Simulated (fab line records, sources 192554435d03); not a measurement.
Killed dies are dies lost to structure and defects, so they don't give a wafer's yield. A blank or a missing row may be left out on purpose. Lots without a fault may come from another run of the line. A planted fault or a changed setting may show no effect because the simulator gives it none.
A struck lot beside a sound one | flow n5_finfet | 19 steps out of a route of 1938
Sound: wafers L249.1, L249.4, L249.5. Struck: wafer L253.2. (L253.1, L253.6 of the same lot were not struck and are left out.) The cause comes at the end.
At each step with rows: each side's tool, then ch and its chambers, then its first start. Under that, the readings that differ: sound wafers | struck wafers | difference of the means | sigmas: that difference in standard deviations of wafers without a fault.
alike: readings whose means differ by less than 2 such deviations, and words and numbers that are the same on both sides. not compared: withheld readings, readings that some wafer has no value for, bounds like >300 that may hide the same value, and numbers for which the record gives no deviation and whose values overlap.
The two part at a step that has a row with sigmas, a row that says differs or no value, or rows on one side only. Numbers that don't overlap but have no deviation are shown without sigmas and don't part them. A reading that every wafer of one side lacks parts them only if that side has two wafers or more.

first, 9 steps without rows for these wafers: N5_BEOL_M2_COAT_67 (time 60 s, resist thk 60 nm); N5_BEOL_M2_COAT_68 (time 60 s, resist thk 12 nm); N5_BEOL_M2_COAT_76 (time 60 s, resist thk 5 nm); N5_BEOL_M2_COAT_22 (resist thk 30 nm); N5_BEOL_M2_EBR_24; N5_BEOL_M2_SOFTBAKE_23 (time 60 s); N5_BEOL_M2_EXPOSE_25 (exposes mask V1, defocus 5 nm); N5_BEOL_M2_PEB_26 (peb time 60 s); N5_BEOL_M2_DEVELOP_27 (develop time 30 s).
N5_BEOL_M2_CD_MEAS_28: target cd 26.2 nm, target cd y 24.1 nm.
  sound on cd_sem-03 ch 0, day 8 01:07; struck on cd_sem-02 ch 0, day 9 00:22
  alike: cd_nm
N5_BEOL_M2_OVL_MEAS_29:
  sound on overlay-01 ch 0, day 8 01:09; struck on overlay-02 ch 0, day 9 00:23
  alike: V1_OVL
N5_BEOL_M2_INSPECT_30: inspects for defects (brightfield).
  sound on defect_inspect-01, day 8 01:13; struck on defect_inspect-02, day 9 00:27
  reading          | sound       | struck | difference | sigmas
  raw_defect_count | 297 468 378 | 675    | +294       | +3
N5_BEOL_M2_DESCUM_33: chemistry O2, time 7 s.
  sound on rie_diel-03 ch 1,2, day 8 01:15; struck on rie_diel-05 ch 3, day 9 00:29
  reading                                      | sound      | struck | difference | sigmas
  model.CAR-EUV_of_BEOL_M2_COAT_22.thk_nm (nm) | 25.8 26 26 | 25.4   | -0.5       |
  alike: drypump_motor_current_A, o2_flow_sccm, oes_product_au, rf_vpp_V, showerhead_plenum_p_Torr, throttle_valve_pct
  not compared: rf_hours_counter_h
N5_BEOL_M2_ETCH_77: etches underlayer in N2/H2, target depth 6.5 nm, time 5.2 s.
  sound on rie_diel-03 ch 1,2, day 8 01:17; struck on rie_diel-05 ch 3, day 9 00:32
  reading                | sound             | struck | difference | sigmas
  throttle_valve_pct (%) | 17.87 17.72 17.74 | 18.27  | +0.49      | +2
  alike: drypump_motor_current_A, etch_rf_on_time_s, oes_product_au, rf_vpp_V, showerhead_plenum_p_Torr
  not compared: rf_hours_counter_h
N5_BEOL_M2_ETCH_69: etches SiARC in CF4, target depth 15.6 nm, time 26 s.
  sound on rie_diel-03 ch 1,2, day 8 01:18; struck on rie_diel-05 ch 3, day 9 00:33
  alike: drypump_motor_current_A, etch_rf_on_time_s, oes_product_au, rf_vpp_V, showerhead_plenum_p_Torr, throttle_valve_pct
  not compared: rf_hours_counter_h
N5_BEOL_M2_ALD_98: deposits SiO2, target thk 2.5 nm, pulse time 1 s, co reactant pulse time 1 s.
  sound on ald_sin-04 ch 2,3, day 8 01:23; struck on ald_sin-03 ch 2, day 9 00:38
  alike: heater_power_outer_w, heater_power_w, precursor_pulse_height_rel
N5_BEOL_M2_ETCHBACK_99: etches SiO2 in CHF3, target depth 5 nm, time 10.4 s.
  sound on rie_diel-03 ch 0,1,3, day 8 04:30; struck on rie_diel-03 ch 2, day 9 03:37
  reading                                      | sound          | struck | difference | sigmas
  model.CAR-EUV_of_BEOL_M2_COAT_22.thk_nm (nm) | 10.2 10.2 10.4 | 9.8    | -0.5       |
  alike: drypump_motor_current_A, oes_product_au, rf_vpp_V, showerhead_plenum_p_Torr, throttle_valve_pct
  not compared: rf_hours_counter_h
N5_BEOL_M2_ETCH_70: etches SOC in N2/H2, target depth 80 nm, overetch 24 nm, time 130 s.
  sound on rie_diel-03 ch 0,1,3, day 8 04:32; struck on rie_diel-03 ch 2, day 9 03:40
  alike: drypump_motor_current_A, oes_product_au, rf_vpp_V, showerhead_plenum_p_Torr, throttle_valve_pct
  not compared: rf_hours_counter_h
N5_BEOL_M4_RC_MEAS_101:
  sound on prober-02 ch 0, day 9 22:43; struck on prober-01 ch 0, day 10 02:40
  reading        | sound          | struck | difference | sigmas
  IOFF_P (nA/um) | 0.15 0.19 0.18 | 0.27   | +0.10      | +2
  VT_P (mV)      | -255 -255 -257 | -243   | +13        | +3
  alike: DIBL_N, DIBL_P, IOFF_N, ION_N, ION_P, SS_N, SS_P, VT_N

WHERE THEY PART
First at N5_BEOL_M2_INSPECT_30; last, within this record, at N5_BEOL_M4_RC_MEAS_101.

WHY: what the simulator had put in
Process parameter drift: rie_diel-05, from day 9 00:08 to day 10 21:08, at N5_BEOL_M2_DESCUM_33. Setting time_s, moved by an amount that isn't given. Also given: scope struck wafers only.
